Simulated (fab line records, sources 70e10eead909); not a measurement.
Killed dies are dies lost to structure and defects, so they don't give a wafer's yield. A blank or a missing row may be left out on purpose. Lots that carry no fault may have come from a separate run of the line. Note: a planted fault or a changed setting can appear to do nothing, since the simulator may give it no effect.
Matching of chambers | flow nand-harc | NHARC_A_CHANNEL_HOLE_D2_ETCH_38 on rie-diel-06 has 4 sister chambers
The step etches the open film in CF4, target depth 39 nm, time 65 s. 14 wafers are shown with their chamber, then 7 later ones without.

== WAFERS PAIRED WITH THEIR CHAMBERS ==
wafer  | chamber | showerhead-plenum-p-Torr (Torr) | drypump-motor-current-A (A) | rf-vpp-V (V)
L075.2 | 0       | 1.81                            | 5.5                         | 153.0
L075.5 | 0       | 1.81                            | 5.5                         | 150.5
L075.6 | 1       | 1.78                            | 5.1                         | 151.6
L081.2 | 3       | 1.86                            | 5.7                         | 151.9
L081.5 | 2       | 1.66                            | 5.5                         | 149.0
L081.6 | 1       | 1.78                            | 5.1                         | 151.6
L084.2 | 2       | 1.66                            | 5.5                         | 149.4
L084.3 | 3       | 1.86                            | 5.7                         | 153.3
L084.6 | 2       | 1.66                            | 5.5                         | 149.8
L085.1 | 3       | 1.86                            | 5.7                         | 153.1
L085.3 | 0       | 1.80                            | 5.5                         | 152.0
L085.4 | 1       | 1.78                            | 5.1                         | 150.4
L090.1 | 0       | 1.80                            | 5.4                         | 152.1
L090.4 | 1       | 1.78                            | 5.1                         | 151.2

SIGNATURES (averages over the wafers above)
reading                  | chamber 0 | chamber 1 | chamber 2 | chamber 3 | scatter within a chamber
showerhead-plenum-p-Torr | 1.8050    | 1.7800    | 1.6600    | 1.8600    | 0.00316
drypump-motor-current-A  | 5.475     | 5.100     | 5.500     | 5.700     | 0.0274
rf-vpp-V                 | 151.900   | 151.200   | 149.400   | 152.767   | 0.751
Rule: a wafer's distance from a chamber is the root of the sum, over the readings, of the square of ((its reading less the chamber's mean) divided by the reading's scatter). If the next closest chamber is less than 2 further off than the closest, the wafer can't be placed; otherwise it belongs to the closest. The scatter: take each reading less its chamber's mean, square it, sum over the shown wafers, divide by the number of wafers less the number of chambers, and take the root.

== WAFERS WITHOUT THEIR CHAMBER ==
wafer  | showerhead-plenum-p-Torr (Torr) | drypump-motor-current-A (A) | rf-vpp-V (V)
L090.5 | 1.80                            | 5.5                         | 151.4
L092.1 | 1.85                            | 5.7                         | 152.8
L092.3 | 1.80                            | 5.5                         | 151.5
L092.4 | 1.78                            | 5.1                         | 151.2
L095.3 | 1.85                            | 5.7                         | 152.3
L095.4 | 1.77                            | 5.1                         | 150.5
L095.6 | 1.66                            | 5.5                         | 148.5

== THE CHAMBER EACH PASSED THROUGH ==
wafer  | from the rows above | in truth
L090.5 | 0                   | 0
L092.1 | 3                   | 3
L092.3 | 0                   | 0
L092.4 | 1                   | 1
L095.3 | 3                   | 3
L095.4 | 1                   | 1
L095.6 | 2                   | 2
7 of 7 placed correctly. Not placeable from these rows: 0. Number placed wrongly: 0.
